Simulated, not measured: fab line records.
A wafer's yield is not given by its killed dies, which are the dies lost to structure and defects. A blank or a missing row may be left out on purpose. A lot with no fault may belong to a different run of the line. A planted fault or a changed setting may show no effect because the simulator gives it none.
Which tool is to blame?	flow nand_harc	33 wafers from 11 lots sampled at 4 of the route's 1302 steps

== WHAT THE GAUGES SHOWED, per wafer ==
NHARC_A_M1_INSPECT_27.
lot	measured	on	raw_defect_count
L245	day 23 03:46	defect_inspect-02	593 499 435
L246	day 23 13:34	defect_inspect-01	435 455 409
L247	day 24 06:04	defect_inspect-02	708 538 429
L250	day 25 07:37	defect_inspect-01	472 447 674
L252	day 25 12:56	defect_inspect-02	602 544 587
L249	day 25 15:38	defect_inspect-02	383 476 496
L251	day 25 21:20	defect_inspect-02	428 552 485
L254	day 26 16:47	defect_inspect-02	414 508 454
L262	day 30 06:18	defect_inspect-01	733 533 535
L264	day 30 20:17	defect_inspect-02	497 430 435
L267	day 32 08:58	defect_inspect-01	491 408 476

== EACH LOT AND THE TOOL THAT RAN IT (in order: tool; ch and the chambers of the sampled wafers; start) ==
lot	NHARC_A_M1_ETCH_28	NHARC_A_M1_ECD_22	NHARC_A_M1_CMP_23
L245	rie_diel-07 ch 0,2, day 23 02:35 or earlier	ecd_cu-01 ch 1, day 23 02:35	cmp-02 ch 0,3, day 23 03:18
L246	rie_diel-02 ch 0,1,3, day 23 12:22 or earlier	ecd_cu-01 ch 0,1, day 23 12:22	cmp-04 ch 0,2,3, day 23 13:08
L247	rie_diel-01 ch 1,3, day 24 04:53 or earlier	ecd_cu-02 ch 0, day 24 04:53	cmp-02 ch 0,2,3, day 24 05:38
L250	rie_diel-01 ch 0,1,2, day 25 06:25 or earlier	ecd_cu-01 ch 0,1, day 25 06:25	cmp-04 ch 0,2,3, day 25 07:09
L252	rie_diel-07 ch 0,1,2, day 25 11:50 or earlier	ecd_cu-01 ch 0,1, day 25 11:50	cmp-02 ch 0,1, day 25 12:28
L249	rie_diel-01 ch 0,1,2, day 25 14:32 or earlier	ecd_cu-01 ch 0,1, day 25 14:32	cmp-01 ch 2,3, day 25 15:10
L251	rie_diel-07 ch 1,2,3, day 25 20:17 or earlier	ecd_cu-01 ch 0,1, day 25 20:17	cmp-04 ch 2,3, day 25 20:52
L254	rie_diel-01 ch 0,2,3, day 26 15:36 or earlier	ecd_cu-02 ch 0,1, day 26 15:36	cmp-04 ch 0,1,3, day 26 16:24
L262	rie_diel-07 ch 0,1,2, day 30 05:06 or earlier	ecd_cu-01 ch 0,1, day 30 05:06	cmp-01 ch 0,2,3, day 30 05:49
L264	rie_diel-02 ch 0,2,3, day 30 19:08 or earlier	ecd_cu-01 ch 0, day 30 19:08	cmp-02 ch 0,1,3, day 30 19:51
L267	rie_diel-01 ch 0,2, day 32 07:46 or earlier	ecd_cu-02 ch 0,1, day 32 07:46	cmp-02 ch 0,2, day 32 08:31
- NHARC_A_M1_ETCH_28: etches the open film in CF4/N2, target depth 30 nm, time 72.99 s.
- NHARC_A_M1_ECD_22: material Cu, target thk 400 nm.
- NHARC_A_M1_CMP_23: polishes, t overpolish 20 s, target thk 154.34 nm.

== THE ANSWER, worked out from the rows above alone ==
Rule: what is usual is taken from the lots themselves. The widest of any qualifying gaps counts: lots, ordered by their means at a reading, are off when they make up no more than a third of the lots, leave a main group of 4 or more, and stand apart from it by 3 or more times the standard deviation of that group's means. The tables above print the reading to a certain number of digits; a main group whose means all agree to those digits is not used. A lot without any number at a reading at which 4 lots or more have one is off too. Where the step has rows for the other lots, those lots are counted as sound.
Across all readings shown, no lot is off: no conclusion can be drawn from this.

== WHAT HAD BEEN PUT IN BY THE SIMULATOR ==
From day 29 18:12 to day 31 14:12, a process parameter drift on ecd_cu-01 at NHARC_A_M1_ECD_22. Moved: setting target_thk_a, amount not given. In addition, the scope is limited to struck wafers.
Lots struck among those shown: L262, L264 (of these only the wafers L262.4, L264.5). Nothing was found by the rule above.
